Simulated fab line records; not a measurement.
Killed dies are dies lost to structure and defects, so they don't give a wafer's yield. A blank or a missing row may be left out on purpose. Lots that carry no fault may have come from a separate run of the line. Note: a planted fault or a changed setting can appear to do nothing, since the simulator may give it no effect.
A struck lot beside a sound one	flow n5-finfet	15 steps out of a route of 1938
Sound: these wafers, L386.2, L386.3, L386.5. Struck: wafer L396.6. (L396.5 of the same lot was not struck and is left out.) The cause comes at the end.
Per side, at each step with rows, come the tool, then ch with its chambers, and then its first start. Under that, the readings that differ: sound wafers	struck wafers	difference of the means	sigmas: that difference in standard deviations of wafers without a fault.
alike: readings whose means differ by less than 2 such deviations, and words and numbers that are the same on both sides. not compared: withheld readings, readings that some wafer has no value for, bounds like >300 that may hide the same value, and numbers for which the record gives no deviation and whose values overlap.
Wherever a step has rows on one side only, a row that says differs or no value, or a row with sigmas, the two part there. Numbers that have no deviation but don't overlap get no sigmas and don't part them. A reading that every wafer of one side lacks parts them only if that side has two wafers or more.

first, 4 steps without rows for these wafers: N5_BEOL_M3_SOFTBAKE_23 (time 60 s); N5_BEOL_M3_EXPOSE_25 (exposes mask V2, defocus 5 nm); N5_BEOL_M3_PEB_26 (peb time 60 s); N5_BEOL_M3_DEVELOP_27 (develop time 30 s).
N5_BEOL_M3_CD_MEAS_28: target cd 25.7 nm, target cd y 23.3 nm.
  sound on cd-sem-01 ch 0, day 8 08:56; struck on cd-sem-02 ch 0, day 10 21:53
  alike: cd-nm
N5_BEOL_M3_OVL_MEAS_29:
  sound on overlay-01 ch 0, day 8 08:58; struck on overlay-02 ch 0, day 10 21:56
  alike: V2_OVL
N5_BEOL_M3_INSPECT_30: inspects for defects (brightfield).
  sound on defect-inspect-02, day 8 09:01; struck on defect-inspect-01, day 10 21:58
reading	sound	struck	difference	sigmas
raw-defect-count	292 289 396	543	+217	+3
N5_BEOL_M3_DESCUM_33: chemistry O2, time 7 s.
  sound on rie-diel-02 ch 0,3, day 8 09:04; struck on rie-diel-02 ch 1, day 10 22:01
reading	sound	struck	difference	sigmas
oes-product-au (a.u.)	0.77 0.69 0.69	1.00	+0.28	+4
  alike: drypump-motor-current-A, rf-vpp-V, showerhead-plenum-p-Torr, throttle-valve-pct
  not compared: rf-hours-counter-h
N5_BEOL_M3_ETCH_77: etches underlayer in N2/H2, target depth 6.5 nm, time 5.2 s.
  sound on rie-diel-02 ch 0,3, day 8 09:05; struck on rie-diel-02 ch 1, day 10 22:02
reading	sound	struck	difference	sigmas
etch-rf-on-time-s (s)	5.27 5.42 5.38	5.15	-0.21	-2
oes-product-au (a.u.)	0.65 0.58 0.58	0.85	+0.25	+4
  alike: drypump-motor-current-A, h2-flow-sccm, rf-vpp-V, showerhead-plenum-p-Torr, throttle-valve-pct
  not compared: rf-hours-counter-h
N5_BEOL_M3_ETCH_69: etches SiARC in CF4, target depth 15.6 nm, time 26 s.
  sound on rie-diel-02 ch 0,3, day 8 09:07; struck on rie-diel-02 ch 1, day 10 22:05
reading	sound	struck	difference	sigmas
mfc-ar-sccm (sccm)	99.55 100.05 100.14	100.71	+0.80	+3
oes-product-au (a.u.)	0.66 0.58 0.58	0.85	+0.24	+4
  alike: drypump-motor-current-A, etch-rf-on-time-s, rf-vpp-V, showerhead-plenum-p-Torr, throttle-valve-pct
  not compared: rf-hours-counter-h
N5_BEOL_M3_ALD_98: deposits SiO2, target thk 2.5 nm, pulse time 1 s, co reactant pulse time 1 s.
  sound on ald-sin-03 ch 0,1,3, day 8 09:14; struck on ald-sin-02 ch 2, day 10 22:11
  alike: heater-power-outer-w, heater-power-w, precursor-pulse-height-rel, susceptor-temp-C
N5_BEOL_M3_ETCHBACK_99: etches SiO2 in CHF3, target depth 5 nm, time 10.4 s.
  sound on rie-diel-03 ch 0,1, day 8 10:27; struck on rie-diel-03 ch 2, day 10 22:33
  alike: drypump-motor-current-A, mfc-ar-sccm, oes-product-au, rf-vpp-V, showerhead-plenum-p-Torr, throttle-valve-pct
  not compared: rf-hours-counter-h
N5_BEOL_M3_ETCH_70: etches SOC in N2/H2, target depth 80 nm, overetch 16 nm, time 120 s.
  sound on rie-diel-03 ch 0,1, day 8 10:29; struck on rie-diel-03 ch 2, day 10 22:37
reading	sound	struck	difference	sigmas
model.SiARC_of_BEOL_M3_COAT_68.thk-nm (nm)	6.4 6.6 6.6	7.4	+0.9	
  alike: drypump-motor-current-A, h2-flow-sccm, oes-product-au, rf-vpp-V, showerhead-plenum-p-Torr, throttle-valve-pct
  not compared: rf-hours-counter-h
then, 1 step without rows for these wafers: N5_BEOL_M3_STRIP_71 (strips in N2/H2).
N5_BEOL_M4_RC_MEAS_101:
  sound on prober-02 ch 0, day 9 00:53; struck on prober-02 ch 0, day 11 21:24
reading	sound	struck	difference	sigmas
IOFF_N (nA/um)	0.172 0.165 0.169	0.220	+0.051	+2
IOFF_P (nA/um)	0.192 0.189 0.193	0.301	+0.110	+4
ION_P (uA/um)	455 464 463	480	+19	+4
VT_N (mV)	250.4 252.0 252.2	242.6	-8.9	-4
VT_P (mV)	-252.0 -253.6 -252.7	-244.7	+8.1	+3
  alike: DIBL_N, DIBL_P, ION_N, SS_N, SS_P

WHERE THEY PART
First at N5_BEOL_M3_INSPECT_30; last, within this record, at N5_BEOL_M4_RC_MEAS_101.

WHY: what the simulator had put in
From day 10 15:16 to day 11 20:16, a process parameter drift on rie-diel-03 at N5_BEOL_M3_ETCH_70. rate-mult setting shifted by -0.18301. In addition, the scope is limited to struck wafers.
